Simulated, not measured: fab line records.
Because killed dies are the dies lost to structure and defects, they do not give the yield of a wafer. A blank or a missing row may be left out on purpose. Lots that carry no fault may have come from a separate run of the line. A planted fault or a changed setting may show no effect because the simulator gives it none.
fab line records | flow n5-finfet | part 2 of 2: steps 6 to 6 of 6
[record] lots = 9 wafers = 26 last-day = 18
route steps=1938 shown HKMG_FIN@448 BEOL_M4@1111 PASSIVATION@1936
lots untouched by any fault: they come from a run of this same line in which no faults occurred
start-h: the number of hours between the record's first day and the start of the first shown wafer of the lot | wait-h: hours elapsed since this lot's preceding step | " unchanged from the row above | L1.1+2: a single row standing in for several wafers | - value missing, or start not given | * or withheld: withheld | < > ~ a bound
route shown NAME@n: NAME is a module with steps in the file, n the number in the route of the first one | usual: mean and standard deviation over wafers with no fault | same: alike in all rows | chamber/n: place in a boat | sites: the reading at each site | _std_site: the values' standard deviation | _edge_site: mean of outer sites minus mean of inner sites | radius-mm: how far each site lies from the wafer's centre | mask NAME#n: copy n | behind: tool/chamber where the wafer was last shaped | hold: why the lot went on hold/how many hours it stayed there/how the hold came to an end | device: which transistor (n, p or np) failed to switch | end of line: the same wafers' tests at the end of the route | a step without rows: its recipe alone | killed: dies that structure and defects cost at the first sort, which is not the same as the wafer's yield | map: a wafer's dies, marking killed ones x, the rest . and places with no die _
set.NAME: setting as actually run; set.NAME@STEP: the setting as run at that earlier step | model.NAME: the simulator's own value behind a step, which no gauge read
the route's steps for a sample of lots (tables are steps, rows are wafers)
services: the hour from which a tool's chamber was out of use, counted from the record's first day as start-h (under 0 if before that day), plus the number of hours and why
[[steps]]
[step N5_PASSIVATION_PROBE_49]
[usual] defect-limited-yield = 91.1/1.5 killed_at_M0_to_M3 = 35/9.5 killed_at_M4_up = 13/5.2 killed-at-contacts = 12/6.1 killed-at-front-end = 41/14 killed-at-other = 3.8/2.9 killed-dies = 105/17 killed-open = 70/13 killed-short = 33/8.4 sort_bin_4_leakage = 0/0 sort_bin_5_function = 5.1/0.97 sort_bin_6_memory = 3.4/0.69 sort_bin_8_speed = 0.00/0.007 sort-n-pass = 1075/17 sort-yield-pct = 91.1/1.5
[same] gross-dies = 1180 killed-at-back-side = 0
// columns lot.wafer tool chamber start-h wait-h defect-limited-yield[%] killed_at_M0_to_M3 killed_at_M4_up killed-at-contacts killed-at-front-end killed-at-other killed-dies killed-open killed-short sort_bin_4_leakage[%] sort_bin_5_function[%] sort_bin_6_memory[%] sort_bin_8_speed[%] sort-n-pass sort-yield-pct[%]
L925.1 prober-01 - 316.04 0.0 92.6 28 17 2 35 5 87 52 34 0 4.1 3.1 0 1093 92.6
L925.2 prober-01 - 316.09 0.1 91.4 39 12 13 28 10 102 71 29 0 5.2 3.2 0 1078 91.4
L925.5 prober-01 - 316.24 0.2 89.7 41 17 14 34 15 121 79 40 0 6.1 3.4 0 1059 89.7
L926.2 prober-01 - 318.47 0.1 89.8 37 15 11 55 2 120 68 51 0 5.8 3.8 0 1060 89.8
L926.4 prober-01 - 318.57 0.2 91.4 25 13 5 55 3 101 56 45 0 5.3 3.1 0 1079 91.4
L926.6 prober-01 - 318.67 0.3 90.3 29 9 7 63 7 115 70 43 0 5.8 3.1 0 1065 90.3
L929.1 prober-01 - 344.57 0.0 89.6 32 22 16 52 1 123 84 34 0 5.5 4.7 0 1057 89.6
L929.3 prober-01 - 344.67 0.1 90.9 32 17 14 41 3 107 71 30 0 4.9 3.6 0 1073 90.9
L929.5 prober-01 - 344.77 0.2 89.2 37 15 18 53 5 128 94 34 0 6.7 4.1 0 1052 89.2
L932.3 prober-01 - 354.44 0.1 91.8 38 16 11 29 3 97 59 37 0 4.8 3.1 0 1083 91.8
L932.4 prober-01 - 354.49 0.2 91.4 32 16 21 29 4 102 73 26 0 5.2 3.4 0 1078 91.4
L932.5 prober-01 - 354.54 0.2 92.1 27 16 10 39 1 93 61 30 0.51 4.4 3.0 91.61 0 0
L933.4 prober-01 - 355.32 0.2 91.4 36 11 15 29 10 101 63 36 0 5.1 3.1 0 1079 91.4
L933.5 prober-01 - 355.37 0.2 93.1 30 8 6 30 7 81 50 29 0.42 3.3 3.1 92.71 0 0
L933.6 prober-01 - 355.42 0.3 89.8 31 12 20 48 9 120 80 37 0 5.3 4.7 0 1060 89.8
L936.1 prober-02 - 379.18 0.0 90.3 28 20 6 59 2 115 74 39 6.10 5.0 4.1 84.15 0 0
L936.5 prober-02 - 379.38 0.2 91.4 26 8 17 47 4 102 69 31 10.76 5.4 3.1 80.59 0 0
L942.2 prober-01 - 416.84 0.1 93.1 46 12 6 13 5 82 66 15 0 4.7 2.1 0 1098 93.1
L942.3 prober-01 - 416.89 0.1 92.1 34 11 8 33 7 93 55 38 0 3.8 3.6 0 1087 92.1
L942.5 prober-01 - 416.99 0.2 92.7 32 7 11 25 11 86 53 30 0 4.3 2.7 0 1094 92.7
L943.1 prober-02 - 425.77 0.0 90.6 32 11 8 52 8 111 76 35 0 5.8 3.5 0 1069 90.6
L943.2 prober-02 - 425.82 0.1 91.0 32 13 19 39 3 106 71 32 0 4.7 3.9 0.08 1074 91.0
L943.4 prober-02 - 425.92 0.2 90.9 33 11 17 42 4 107 67 38 0 5.3 3.6 0 1073 90.9
L944.1 prober-02 - 443.34 0.0 89.3 36 24 19 47 0 126 83 43 0 6.7 3.6 0 1054 89.3
L944.4 prober-02 - 443.49 0.2 87.9 38 8 10 86 1 143 86 57 0 8.0 3.6 0 1037 87.9
L944.6 prober-02 - 443.59 0.3 90.1 29 9 9 66 4 117 79 38 0 5.5 3.7 0 1063 90.1
// killed by level:class
L925.1 FIN_SAQP:geometric-particle:open=12 FIN_SAQP:geometric-particle:short=9 BEOL_M4:geometric-particle:open=7 BEOL_M1:geometric-particle:open=6 BEOL_M0_SAQP:geometric-particle:short=5 BEOL_M3:geometric-particle:short=5 BEOL_M3:geometric-particle:open=5 BEOL_M4:geometric-particle:short=4
L925.2 MOL_CONTACT_COAG:geometric-particle:open=11 FIN_SAQP:geometric-particle:open=8 BEOL_M0_SAQP:geometric-particle:open=8 BEOL_M3:geometric-particle:open=7 STI_FIN_REVEAL:geometric-particle:open=5 BEOL_M4:geometric-particle:open=5 STARTING-WAFER:geometric-particle:open=5 DUMMY_GATE:geometric-particle:open=4
L925.5 BEOL_M1:geometric-particle:open=13 FIN_SAQP:geometric-particle:open=9 MOL_CONTACT_COAG:geometric-particle:open=9 MIM_TOP:geometric-particle:short=7 DUMMY_GATE:geometric-particle:open=6 BEOL_M2:geometric-particle:open=6 STI_FIN_REVEAL:geometric-particle:open=5 MOL_CONTACT_COAG:geometric-particle:short=5
L926.2 FIN_SAQP:geometric-particle:short=10 FIN_SAQP:geometric-particle:open=10 BEOL_M3:geometric-particle:open=9 MOL_CONTACT_COAG:geometric-particle:open=9 BEOL_M0_SAQP:geometric-particle:short=9 STI_FIN_REVEAL:geometric-particle:open=7 BEOL_M4:geometric-particle:open=7 GATE_CUT:geometric-particle:short=5
L926.4 FIN_SAQP:geometric-particle:short=11 FIN_SAQP:geometric-particle:open=8 STI_FIN_REVEAL:geometric-particle:open=7 GATE_CUT:geometric-particle:short=7 BEOL_M0_SAQP:geometric-particle:short=6 BEOL_M0_SAQP:geometric-particle:open=6 BEOL_M3:geometric-particle:short=6 DUMMY_GATE:geometric-particle:open=4
L926.6 DUMMY_GATE:geometric-particle:open=11 GATE_CUT:geometric-particle:short=10 STI_FIN_REVEAL:geometric-particle:open=8 FIN_SAQP:geometric-particle:open=7 FIN_SAQP:geometric-particle:short=7 BEOL_M0_SAQP:geometric-particle:open=7 BEOL_M3:geometric-particle:open=7 GATE_CUT:geometric-particle:open=6
L929.1 STI_FIN_REVEAL:geometric-particle:open=18 FIN_SAQP:geometric-particle:open=12 BEOL_M2:geometric-particle:open=12 FIN_SAQP:geometric-particle:short=11 MOL_CONTACT_COAG:geometric-particle:open=11 BEOL_M1:geometric-particle:open=6 MOL_CONTACT_COAG:geometric-particle:short=5 BEOL_M4:geometric-particle:open=4
L929.3 MOL_CONTACT_COAG:geometric-particle:open=11 STI_FIN_REVEAL:geometric-particle:open=9 BEOL_M2:geometric-particle:open=7 FIN_SAQP:geometric-particle:short=6 FIN_SAQP:geometric-particle:open=6 DUMMY_GATE:geometric-particle:open=6 BEOL_M1:geometric-particle:open=5 GATE_CUT:geometric-particle:short=4
L929.5 STI_FIN_REVEAL:geometric-particle:open=25 MOL_CONTACT_COAG:geometric-particle:open=17 BEOL_M1:geometric-particle:open=9 BEOL_M4:geometric-particle:open=9 STI_FIN_REVEAL:geometric-particle:short=7 BEOL_M0_SAQP:geometric-particle:short=7 BEOL_M2:geometric-particle:open=7 GATE_CUT:geometric-particle:short=5
L932.3 BEOL_M0_SAQP:geometric-particle:short=12 BEOL_M4:geometric-particle:open=8 MOL_CONTACT_COAG:geometric-particle:open=7 BEOL_M0_SAQP:geometric-particle:open=6 BEOL_M2:geometric-particle:open=6 BEOL_M3:geometric-particle:open=6 STARTING-WAFER:geometric-particle:short=5 FIN_SAQP:geometric-particle:short=4
L932.4 MOL_CONTACT_COAG:geometric-particle:open=17 BEOL_M0_SAQP:geometric-particle:open=10 STI_FIN_REVEAL:geometric-particle:open=9 BEOL_M0_SAQP:geometric-particle:short=9 FIN_SAQP:geometric-particle:short=5 FIN_SAQP:geometric-particle:open=5 BEOL_M3:geometric-particle:open=5 BEOL_M5:geometric-particle:open=5
L932.5 FIN_SAQP:geometric-particle:open=8 MOL_CONTACT_COAG:geometric-particle:open=8 FIN_SAQP:geometric-particle:short=7 BEOL_M0_SAQP:geometric-particle:open=7 STI_FIN_REVEAL:geometric-particle:open=6 GATE_CUT:geometric-particle:open=5 BEOL_M0_SAQP:geometric-particle:short=5 BEOL_M0:geometric-particle:open=5
L933.4 MOL_CONTACT_COAG:geometric-particle:open=14 STI_FIN_REVEAL:geometric-particle:open=13 BEOL_M0_SAQP:geometric-particle:short=8 BEOL_M0_SAQP:geometric-particle:open=6 BEOL_M2:geometric-particle:short=6 BEOL_M1:geometric-particle:open=5 BEOL_M7:geometric-particle:open=5 BEOL_M3:geometric-particle:open=4
L933.5 STI_FIN_REVEAL:geometric-particle:open=11 BEOL_M1:geometric-particle:open=9 BEOL_M0_SAQP:geometric-particle:short=7 STI_FIN_REVEAL:geometric-particle:short=5 GATE_CUT:geometric-particle:short=5 MOL_CONTACT_COAG:geometric-particle:open=5 GATE_CUT:geometric-particle:open=4 PASS1_CAP:geometric-particle:open=4
L933.6 STI_FIN_REVEAL:geometric-particle:open=13 MOL_CONTACT_COAG:geometric-particle:open=12 BEOL_M1:geometric-particle:open=10 DUMMY_GATE:geometric-particle:open=9 MOL_CONTACT_COAG:geometric-particle:short=8 BEOL_M0_SAQP:geometric-particle:open=6 BEOL_M4:geometric-particle:open=6 STI_FIN_REVEAL:geometric-particle:short=5
L936.1 STI_FIN_REVEAL:geometric-particle:open=20 FIN_SAQP:geometric-particle:open=10 BEOL_M0_SAQP:geometric-particle:open=8 BEOL_M0_SAQP:geometric-particle:short=8 BEOL_M4:geometric-particle:open=7 BEOL_M4:geometric-particle:short=6 FIN_SAQP:geometric-particle:short=5 BEOL_M3:geometric-particle:open=5
L936.5 MOL_CONTACT_COAG:geometric-particle:open=14 FIN_SAQP:geometric-particle:open=13 DUMMY_GATE:geometric-particle:open=7 STI_FIN_REVEAL:geometric-particle:open=6 BEOL_M0_SAQP:geometric-particle:short=6 FIN_SAQP:geometric-particle:short=5 GATE_CUT:geometric-particle:open=4 BEOL_M0_SAQP:geometric-particle:open=4
L942.2 BEOL_M3:geometric-particle:open=15 BEOL_M1:geometric-particle:open=14 BEOL_M0_SAQP:geometric-particle:open=8 BEOL_M2:geometric-particle:open=4 BEOL_M8:geometric-particle:open=4 STARTING-WAFER:geometric-particle:open=4 DUMMY_GATE:geometric-particle:open=3 MOL_CONTACT_COAG:geometric-particle:open=3
L942.3 FIN_SAQP:geometric-particle:short=8 BEOL_M0_SAQP:geometric-particle:open=8 BEOL_M0_SAQP:geometric-particle:short=8 FIN_SAQP:geometric-particle:open=6 MOL_CONTACT_COAG:geometric-particle:open=6 BEOL_M4:geometric-particle:open=5 SDB:geometric-particle:open=4 BEOL_M2:geometric-particle:short=4
L942.5 MOL_CONTACT_COAG:geometric-particle:open=9 DUMMY_GATE:geometric-particle:open=8 BEOL_M1:geometric-particle:open=6 STI_FIN_REVEAL:geometric-particle:open=5 BEOL_M0_SAQP:geometric-particle:open=5 BEOL_M0:geometric-particle:short=4 BEOL_M1:geometric-particle:short=4 MIM_BOT:geometric-particle:open=3
L943.1 BEOL_M3:geometric-particle:open=16 FIN_SAQP:geometric-particle:open=15 FIN_SAQP:geometric-particle:short=8 STI_FIN_REVEAL:geometric-particle:open=7 DUMMY_GATE:geometric-particle:open=7 BEOL_M0_SAQP:geometric-particle:open=7 STARTING-WAFER:geometric-particle:short=5 MOL_CONTACT_COAG:geometric-particle:open=5
L943.2 MOL_CONTACT_COAG:geometric-particle:open=17 BEOL_M3:geometric-particle:open=10 BEOL_M2:geometric-particle:open=9 STI_FIN_REVEAL:geometric-particle:open=7 FIN_SAQP:geometric-particle:open=5 FIN_SAQP:geometric-particle:short=5 STARTING-WAFER:geometric-particle:short=5 BEOL_M0_SAQP:geometric-particle:short=4
L943.4 MOL_CONTACT_COAG:geometric-particle:open=15 FIN_SAQP:geometric-particle:short=11 BEOL_M0_SAQP:geometric-particle:short=11 BEOL_M2:geometric-particle:open=7 FIN_SAQP:geometric-particle:open=5 STI_FIN_REVEAL:geometric-particle:open=5 BEOL_M0:geometric-particle:open=5 DUMMY_GATE:geometric-particle:open=5
L944.1 MOL_CONTACT_COAG:geometric-particle:open=17 FIN_SAQP:geometric-particle:open=11 BEOL_M2:geometric-particle:open=10 FIN_SAQP:geometric-particle:short=9 BEOL_M0_SAQP:geometric-particle:short=6 BEOL_M4:geometric-particle:open=6 BEOL_M0_SAQP:geometric-particle:open=6 BEOL_M5:geometric-particle:open=6
L944.4 FIN_SAQP:geometric-particle:short=23 STI_FIN_REVEAL:geometric-particle:open=19 FIN_SAQP:geometric-particle:open=12 BEOL_M2:geometric-particle:open=12 GATE_CUT:geometric-particle:short=11 MOL_CONTACT_COAG:geometric-particle:open=10 BEOL_M0_SAQP:geometric-particle:short=9 DUMMY_GATE:geometric-particle:open=8
L944.6 STI_FIN_REVEAL:geometric-particle:open=28 FIN_SAQP:geometric-particle:short=12 BEOL_M3:geometric-particle:open=10 MOL_CONTACT_COAG:geometric-particle:open=7 DUMMY_GATE:geometric-particle:open=5 BEOL_M0_SAQP:geometric-particle:short=5 BEOL_M0_SAQP:geometric-particle:open=4 STARTING-WAFER:geometric-particle:short=4
[[services]]
// columns tool chamber start-h hours kind
cvd-w-02 0 83.57 15.6 repair
ald-metal-02 1 85.08 - calibration
cvd-w-02 1 106.55 15.1 repair
cvd-w-01 - 110.55 1.0 repair
ald-metal-04 0 140.80 8.0 repair
cvd-w-02 - 142.26 0.9 repair
ald-metal-03 - 162.67 2.8 pm
ald-metal-04 0 179.39 16.4 repair
ald-metal-04 - 187.95 1.2 pm
ald-metal-02 - 189.88 0.6 repair
rie-metal-02 - 196.03 2.8 pm
ald-metal-04 - 211.64 0.9 repair
[[key]]
[first-sign] step = N5_HKMG_FIN_NWFM_ALD_20 reading = ald-cycles direction = down sigmas = 99+ usual = * struck = *
[effect] step = N5_BEOL_M4_RC_MEAS_101 reading = VT_N_LONG direction = up sigmas = 46 usual = 275.5 struck = 357.1
[effect] step = N5_BEOL_M4_RC_MEAS_101 reading = VT_N direction = up sigmas = 30 usual = 250.4 struck = 330.5
[effect] step = N5_BEOL_M4_RC_MEAS_101 reading = VT_N_LVT direction = up sigmas = 27 usual = 99 struck = 180
[effect] step = N5_BEOL_M4_RC_MEAS_101 reading = ION_N direction = down sigmas = 19 usual = 672 struck = 492
[effect] step = N5_BEOL_M4_RC_MEAS_101 reading = IOFF_P_LONG direction = up sigmas = 14 usual = 0.000105 struck = 0.000226
[effect] step = N5_BEOL_M4_RC_MEAS_101 reading = IOFF_N_LONG direction = down sigmas = 13 usual = 5.44e-05 struck = 2.21e-05
[effect] step = N5_BEOL_M4_RC_MEAS_101 reading = IOFF_P_LIN direction = up sigmas = 12 usual = 0.099 struck = 0.227
[effect] step = N5_BEOL_M4_RC_MEAS_101 reading = IOFF_P direction = up sigmas = 9.6 usual = 0.208 struck = 0.475
[effect] step = N5_BEOL_M4_RC_MEAS_101 reading = VT_P_LONG direction = up sigmas = 9.2 usual = -275.5 struck = -250.2
[effect] step = N5_BEOL_M4_RC_MEAS_101 reading = IOFF_P_85C direction = up sigmas = 8.6 usual = 3.6 struck = 7.2
[effect] step = N5_BEOL_M4_RC_MEAS_101 reading = VT_P_LVT direction = up sigmas = 7.8 usual = -99 struck = -75
[effect] step = N5_BEOL_M4_RC_MEAS_101 reading = IOFF_N_LIN direction = down sigmas = 7.7 usual = 0.072 struck = 0.004
[effect] step = N5_PASSIVATION_PROBE_49 reading = sort_bin_8_speed direction = up sigmas = 99+ usual = 0.00 struck = 87.27
met-at N5_HKMG_FIN_NWFM_ALD_20
struck-lots L932,L933,L936
struck-wafers L932.5,L933.5,L936.1,L936.5
not-acting-at N5_HKMG_FIN_ETCHBACK_68,N5_HKMG_FIN_STRIP_69,N5_HKMG_FIN_ALD_72
onset-between 132.85 147.03
[fault] kind = process-parameter-drift tool = ald-metal-04 chamber = - onset-h = 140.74 steps = N5_HKMG_FIN_NWFM_ALD_20 channel = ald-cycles offset = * shape = step end-h = 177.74 scope = struck-wafers-only acts-in = * stated = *
